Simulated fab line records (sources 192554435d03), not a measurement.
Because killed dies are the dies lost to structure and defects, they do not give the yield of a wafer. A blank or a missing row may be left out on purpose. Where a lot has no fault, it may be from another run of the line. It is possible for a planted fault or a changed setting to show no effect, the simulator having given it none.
2 desks, one fault ; flow n5_finfet ; numbers are kept per desk, each desk with only its own; the story behind them comes last

## DESK OF THE TOOL OWNER: krf_scanner-02
The tool's own readings at N5_MIM_TOP_LITHO_EXPOSE_05 (exposes mask MIM TOP, target cd 2000 nm): means of the sampled wafers that have a number, for each lot that ran on this tool. If a lot's mean is further than 4 standard deviations from the usual mean, the lot is out of limits and carries the mark OUT (the distance appears in the brackets).
Columns: A = focus_offset_nm at N5_MIM_TOP_LITHO_EXPOSE_05, usual -0.1 nm
lot;first seen here;A
L845;day 12 10:38;0.5
L849;day 13 03:21;-0.5
L851;day 13 19:19;-0.4
L856;day 14 20:19;0.4
L858;day 15 05:00;0.1
L860;day 15 14:32;0.1
This desk found nothing out of limits on any of the 6 lots.

## THE METROLOGY DESK
Means of the sampled wafers that have a number, per lot and without regard to the tool the lot ran on: this is what the gauges read. If a lot's mean is further than 4 standard deviations from the usual mean, the lot is out of limits and carries the mark OUT (the distance appears in the brackets).
Columns: A = MIM_TOP_OVL at N5_MIM_TOP_LITHO_OVL_MEAS_11, usual 3 nm
lot;first seen here;A
L845;day 12 10:49;1
L847;day 12 22:38;0
L849;day 13 03:32;11
L848;day 13 05:26;1
L851;day 13 19:31;10
L854;day 14 18:06;-1
L856;day 14 20:31;4
L858;day 15 05:11;636 (+99 or more) OUT
L860;day 15 14:44;623 (+99 or more) OUT
L861;day 16 15:20;4
L862;day 16 17:54;-5
This desk's result: L858, L860 out of limits, first on L858 (MIM_TOP_OVL at N5_MIM_TOP_LITHO_OVL_MEAS_11), day 15 05:11. Within limits: L845, L847, L849, L848, L851, L854, L856, L861, L862.

## PUT TOGETHER
An alarm was possible from the metrology desk at day 15 05:11, on L858, L860.
Nothing out of limits was seen by the tool owner's desk.
Tool owner's desk: L858, L860 on record, inside its limits.
Of the lots named, all ran N5_MIM_TOP_LITHO_EXPOSE_05 on krf_scanner-02.

## WHAT THE SIMULATOR PUT IN
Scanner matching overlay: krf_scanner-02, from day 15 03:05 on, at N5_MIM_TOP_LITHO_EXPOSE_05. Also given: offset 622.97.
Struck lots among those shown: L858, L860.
Hours from the fault's start to each desk's first reading out of limits: the metrology desk, 2.
